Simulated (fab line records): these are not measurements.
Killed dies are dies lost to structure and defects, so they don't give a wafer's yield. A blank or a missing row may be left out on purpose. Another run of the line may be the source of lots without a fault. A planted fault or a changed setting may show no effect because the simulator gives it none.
Which tool was responsible?    flow n5Finfet    33 wafers from 11 lots sampled at 4 of the route's 1938 steps

## WHAT THE GAUGES READ, wafer by wafer
N5_PASSIVATION_CD_MEAS_30 targets a cd of 4000 nm. Usual: cdNm at 3999.8 nm, with a standard deviation of 2.1.
lot   measured      on        cdNm (nm)             flag
L492  day 11 18:20  cdSem-03  3998.1 3996.3 3997.5  
L493  day 12 11:24  cdSem-02  4001.9 3999.6 4002.9  
L494  day 12 16:43  cdSem-02  4000.1 3999.0 3999.4  
L495  day 13 03:46  cdSem-02  3999.2 4001.1 4002.2  
L497  day 13 21:22  cdSem-02  3997.1 3997.5 3996.3  
L498  day 13 21:19  cdSem-03  4002.0 4000.5 4000.5  
L499  day 14 17:16  cdSem-01  3999.8 3999.5 3998.2  
L507  day 16 11:13  cdSem-02  4001.2 4001.3 3999.1  
L506  day 16 11:34  cdSem-01  3998.3 3999.0 4000.0  
L511  day 17 14:18  cdSem-01  4001.9 4001.7 4001.2  
L510  day 17 14:46  cdSem-01  4000.0 4004.1 4002.6  

## WHICH TOOL RAN EACH LOT (tool, then ch and the chambers of the sampled wafers, then the start)
lot   N5_BEOL_M10_SPUTTER_48       N5_PASSIVATION_PASS_ETCH_74        N5_PASSIVATION_ETCH_15
L492  pvdSputter-03, day 10 00:19  rieDiel-02 ch 1,3, day 11 16:19    rieDiel-02 ch 1,3, day 11 18:20 or earlier
L493  pvdSputter-01, day 10 11:06  rieDiel-05 ch 1,2,3, day 12 09:19  rieDiel-05 ch 1,2,3, day 12 11:24 or earlier
L494  pvdSputter-03, day 10 12:45  rieDiel-02 ch 0,2,3, day 12 15:10  rieDiel-02 ch 0,2,3, day 12 16:43 or earlier
L495  pvdSputter-01, day 11 07:08  rieDiel-02 ch 0,1,2, day 13 02:17  rieDiel-02 ch 0,1,2, day 13 03:46 or earlier
L497  pvdSputter-03, day 12 02:22  rieDiel-02 ch 0,2,3, day 13 20:02  rieDiel-02 ch 0,2,3, day 13 21:22 or earlier
L498  pvdSputter-03, day 12 02:26  rieDiel-05 ch 0,1,2, day 13 19:47  rieDiel-05 ch 0,1,2, day 13 21:19 or earlier
L499  pvdSputter-02, day 12 21:16  rieDiel-02 ch 1,3, day 14 15:56    rieDiel-02 ch 1,3, day 14 17:16 or earlier
L507  pvdSputter-03, day 14 14:21  rieDiel-04 ch 0,1,3, day 16 09:01  rieDiel-04 ch 0,1,3, day 16 11:13 or earlier
L506  pvdSputter-03, day 14 14:46  rieDiel-05 ch 0,1,2, day 16 09:18  rieDiel-05 ch 0,1,2, day 16 11:34 or earlier
L511  pvdSputter-02, day 15 21:32  rieDiel-02 ch 0,1,3, day 17 12:29  rieDiel-02 ch 0,1,3, day 17 14:18 or earlier
L510  pvdSputter-02, day 15 21:51  rieDiel-05 ch 0,1,2, day 17 12:39  rieDiel-05 ch 0,1,2, day 17 14:46 or earlier
- N5_BEOL_M10_SPUTTER_48: material Cu, target thk 12 nm, time 2 s.
- N5_PASSIVATION_PASS_ETCH_74: etches SiNx in CF4/O2, target depth 220 nm, time 110 s.
- N5_PASSIVATION_ETCH_15: etches SiCN in CF4/N2, target depth 75 nm, time 81.2 s.

## AS READ BY THE TOOLS THEMSELVES (means over the sampled wafers that have a number; for cases with no such wafer, the mark the record gives instead)
N5_BEOL_M10_SPUTTER_48. Usual: chamberPressurePa 0.13001 Pa, standard deviation 0.00026; throttleValvePct 29.9 %, standard deviation 0.96.
lot   tool           chamberPressurePa (Pa)  throttleValvePct (%)  flag
L492  pvdSputter-03  0.12980                 30.9                  
L493  pvdSputter-01  0.13016                 30.6                  
L494  pvdSputter-03  0.13002                 29.9                  
L495  pvdSputter-01  0.13019                 30.6                  
L497  pvdSputter-03  0.13010                 31.0                  
L498  pvdSputter-03  0.13004                 30.1                  
L499  pvdSputter-02  0.13036                 29.3                  
L507  pvdSputter-03  0.13004                 31.2                  
L506  pvdSputter-03  0.12993                 30.2                  
L511  pvdSputter-02  0.13032                 29.4                  
L510  pvdSputter-02  0.12988                 29.0                  

N5_PASSIVATION_PASS_ETCH_74. Usual: drypumpMotorCurrentA 5.9 A, standard deviation 0.54; oes_o_777_au 0.82 a.u., standard deviation 0.075; oesProductAu 0.83 a.u., standard deviation 0.082; rfVppV 238 V, standard deviation 3.3; showerheadPlenumPTorr 2.21 Torr, standard deviation 0.067; throttleValvePct 15.92 %, standard deviation 0.23.
lot   tool        drypumpMotorCurrentA (A)  oes_o_777_au (a.u.)  oesProductAu (a.u.)  rfVppV (V)  showerheadPlenumPTorr (Torr)  throttleValvePct (%)  flag
L492  rieDiel-02  6.4                       0.78                 0.78                 241         2.18                          16.05                 
L493  rieDiel-05  6.2                       0.80                 0.80                 237         2.13                          15.94                 
L494  rieDiel-02  6.0                       0.81                 0.82                 238         2.25                          16.04                 
L495  rieDiel-02  6.0                       0.83                 0.86                 239         2.24                          15.98                 
L497  rieDiel-02  6.1                       0.80                 0.81                 238         2.24                          16.06                 
L498  rieDiel-05  5.8                       0.77                 0.76                 236         2.18                          16.00                 
L499  rieDiel-02  6.4                       0.76                 0.76                 239         2.17                          16.08                 
L507  rieDiel-04  5.4                       0.85                 0.85                 238         2.27                          15.78                 
L506  rieDiel-05  5.8                       0.83                 0.82                 236         2.17                          15.88                 
L511  rieDiel-02  5.9                       0.79                 0.80                 240         2.22                          15.98                 
L510  rieDiel-05  5.8                       0.82                 0.81                 235         2.17                          15.89                 

N5_PASSIVATION_ETCH_15. Usual: drypumpMotorCurrentA 5.9 A, standard deviation 0.54; oesProductAu 0.83 a.u., standard deviation 0.083; rfVppV 382.4 V, standard deviation 1.9; showerheadPlenumPTorr 2.21 Torr, standard deviation 0.067; throttleValvePct 15.36 %, standard deviation 0.24.
lot   tool        drypumpMotorCurrentA (A)  oesProductAu (a.u.)  rfVppV (V)  showerheadPlenumPTorr (Torr)  throttleValvePct (%)  flag
L492  rieDiel-02  6.4                       0.78                 382.0       2.19                          15.51                 
L493  rieDiel-05  6.1                       0.79                 380.8       2.13                          15.38                 
L494  rieDiel-02  6.1                       0.83                 383.6       2.25                          15.48                 
L495  rieDiel-02  6.0                       0.85                 383.5       2.24                          15.40                 
L497  rieDiel-02  6.1                       0.81                 383.4       2.24                          15.51                 
L498  rieDiel-05  5.9                       0.75                 381.6       2.18                          15.45                 
L499  rieDiel-02  6.4                       0.76                 381.1       2.18                          15.57                 
L507  rieDiel-04  5.4                       0.85                 383.4       2.27                          15.22                 
L506  rieDiel-05  5.8                       0.83                 380.9       2.17                          15.32                 
L511  rieDiel-02  5.9                       0.81                 382.5       2.22                          15.43                 
L510  rieDiel-05  5.8                       0.81                 380.6       2.17                          15.33                 

## THE ANSWER, worked out from the rows above alone
Rule: lot off if the mean of its wafers having a number is beyond 3 standard deviations from the usual mean. A lot without any number at a reading at which 4 lots or more have one is off too. The other lots that the step has rows for count as sound. The gauges are gone through in route order, then the tools' own readings, and for those a lot's mean is taken as printed above. The first step at which some lot is off is used, and at that step the reading that is off furthest; a lot without a number counts as furthest.
Across all readings shown, no lot is off: no conclusion can be drawn from this.

## WHAT THE SIMULATOR HAD PUT IN
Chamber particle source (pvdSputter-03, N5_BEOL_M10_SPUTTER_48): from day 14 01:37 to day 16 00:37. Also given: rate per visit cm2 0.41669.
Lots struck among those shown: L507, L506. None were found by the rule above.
